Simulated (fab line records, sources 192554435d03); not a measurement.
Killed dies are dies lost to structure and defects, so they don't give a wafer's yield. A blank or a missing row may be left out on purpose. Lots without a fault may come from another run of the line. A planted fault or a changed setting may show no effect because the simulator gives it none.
Which tool did it? | flow n5_finfet | 24 lots, 72 wafers sampled, at 1 step of a route of 1938

WHAT THE GAUGES READ, wafer by wafer
N5_MOL_CONTACT_COAG_OVL_MEAS_41.
lot  | measured     | on         | VD_OVL (nm)
L074 | day 5 04:28  | overlay-02 | -0.1 -0.6 -0.2
L075 | day 5 09:41  | overlay-01 | -0.4 0.3 0.9
L076 | day 5 13:19  | overlay-02 | -0.7 1.1 -0.3
L077 | day 5 18:31  | overlay-02 | 0.6 1.3 0.9
L078 | day 6 06:57  | overlay-02 | -0.4 -0.7 -1.1
L079 | day 6 10:56  | overlay-01 | 0.3 0.9 0.5
L080 | day 6 11:32  | overlay-02 | -1.0 -1.3 -1.6
L081 | day 6 22:09  | overlay-02 | 0.2 0.2 0.6
L082 | day 7 05:46  | overlay-01 | 0.8 0.9 0.2
L083 | day 7 12:15  | overlay-02 | -0.7 -0.6 -0.3
L084 | day 7 15:46  | overlay-01 | 0.6 0.8 0.6
L085 | day 7 22:04  | overlay-01 | -0.5 -0.5 -0.6
L086 | day 8 09:01  | overlay-01 | 0.1 -0.2 0.1
L087 | day 8 12:08  | overlay-01 | -0.4 -0.7 -0.2
L088 | day 8 20:19  | overlay-01 | -0.3 -0.2 0.0
L089 | day 8 22:10  | overlay-02 | 0.6 0.7 0.1
L090 | day 9 07:20  | overlay-01 | 1.5 0.1 1.3
L091 | day 9 09:50  | overlay-01 | 0.0 -0.7 0.0
L092 | day 9 15:56  | overlay-02 | 0.3 0.3 1.1
L093 | day 10 01:02 | overlay-02 | -0.2 -0.2 0.4
L094 | day 10 04:14 | overlay-02 | -0.8 -0.4 -0.5
L095 | day 10 11:19 | overlay-02 | 0.5 0.0 0.2
L096 | day 10 19:32 | overlay-01 | 1.0 0.6 0.0
L097 | day 11 02:08 | overlay-02 | -0.8 0.5 -0.5

WHICH TOOL RAN EACH LOT (tool, then ch and the chambers of the sampled wafers, then the start)
The record holds no process step before these readings.

WHAT THE TOOLS THEMSELVES READ (means of the sampled wafers that have a number; where no wafer has one, the mark that the record gives instead)
The record holds no such reading with a usual standard deviation.

THE ANSWER, worked out from the rows above alone
Rule: what is usual is taken from the lots themselves. Put in order of their means at a reading, lots are off if they are a third of the lots or fewer, leave a main group of 4 or more, and stand apart from it by a gap of 3 or more times the standard deviation of the main group's means; of several such gaps the widest counts. A main group whose means are all the same, to the digits that the tables above print for the reading, isn't used. A lot without any number at a reading at which 4 lots or more have one is off too. The other lots that the step has rows for count as sound. The gauges are gone through in route order, then the tools' own readings, and for those a lot's mean is taken as printed above. The first step at which some lot is off is used, and at that step the reading that is off furthest; a lot without a number counts as furthest.
No lot is off at any reading shown: from this, nothing can be told.

WHAT THE SIMULATOR HAD PUT IN
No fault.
